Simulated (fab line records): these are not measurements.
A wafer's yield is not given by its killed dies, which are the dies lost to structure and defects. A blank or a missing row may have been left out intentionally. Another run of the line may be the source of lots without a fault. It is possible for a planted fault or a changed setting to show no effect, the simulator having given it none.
Chamber matching :: flow n5-finfet :: cmp-02 running N5_BEOL_M1_CMP_52: 4 sister chambers
The step polishes, stops on SiOC, t overpolish 6.8 s, target thk 40 nm. 8 wafers are shown with their chamber, then 9 later ones without.

## WAFERS WITH THEIR CHAMBER
wafer: L077.3
chamber: 0
motor-current-A (A): 6.6
time-to-endpoint-s (s): 63

wafer: L078.3
chamber: 0
motor-current-A (A): 6.3
time-to-endpoint-s (s): 64

wafer: L078.4
chamber: 2
motor-current-A (A): 4.8
time-to-endpoint-s (s): 64

wafer: L085.1
chamber: 1
motor-current-A (A): 6.9
time-to-endpoint-s (s): 69

wafer: L085.6
chamber: 3
motor-current-A (A): 6.2
time-to-endpoint-s (s): 62

wafer: L084.3
chamber: 1
motor-current-A (A): 6.2
time-to-endpoint-s (s): 67

wafer: L084.5
chamber: 2
motor-current-A (A): 4.7
time-to-endpoint-s (s): 63

wafer: L084.6
chamber: 3
motor-current-A (A): 5.8
time-to-endpoint-s (s): 61

## WAFERS MISSING THEIR CHAMBER
wafer: L086.3
motor-current-A (A): 5.8
time-to-endpoint-s (s): 63

wafer: L086.4
motor-current-A (A): 6.5
time-to-endpoint-s (s): 71

wafer: L086.5
motor-current-A (A): 6.6
time-to-endpoint-s (s): 72

wafer: L088.1
motor-current-A (A): 5.2
time-to-endpoint-s (s): 59

wafer: L088.2
motor-current-A (A): 6.7
time-to-endpoint-s (s): 66

wafer: L088.5
motor-current-A (A): 4.7
time-to-endpoint-s (s): 61

wafer: L097.2
motor-current-A (A): 6.5
time-to-endpoint-s (s): 63

wafer: L097.4
motor-current-A (A): 6.3
time-to-endpoint-s (s): 57

wafer: L097.5
motor-current-A (A): 6.4
time-to-endpoint-s (s): 58

## THE CHAMBER EACH PASSED THROUGH
wafer: L086.3
from the rows above: can't be placed: 3 or 0 or 2
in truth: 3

wafer: L086.4
from the rows above: 1
in truth: 1

wafer: L086.5
from the rows above: 1
in truth: 1

wafer: L088.1
from the rows above: can't be placed: 3 or 2
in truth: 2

wafer: L088.2
from the rows above: can't be placed: 1 or 0
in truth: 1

wafer: L088.5
from the rows above: can't be placed: 2 or 3
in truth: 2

wafer: L097.2
from the rows above: can't be placed: 0 or 3
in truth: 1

wafer: L097.4
from the rows above: 3
in truth: 3

wafer: L097.5
from the rows above: can't be placed: 3 or 0
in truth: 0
3 of 9 placed correctly. Unplaceable from these rows: 6, with the true chamber sitting among the candidates in 5. Placed wrongly: 0.
How it was worked out, from the rows above alone: a wafer's distance from a chamber is the root of the sum, over the readings, of the square of ((its reading less the chamber's mean) divided by the reading's scatter). The wafer belongs to the nearest chamber; if the next one is less than 2 further off, it can't be placed. The mean given for a chamber averages the wafers shown for that chamber. How the scatter is found: for the shown wafers, subtract from each reading the mean of its chamber, square and add these, divide the total by (wafers less chambers), then take the root.
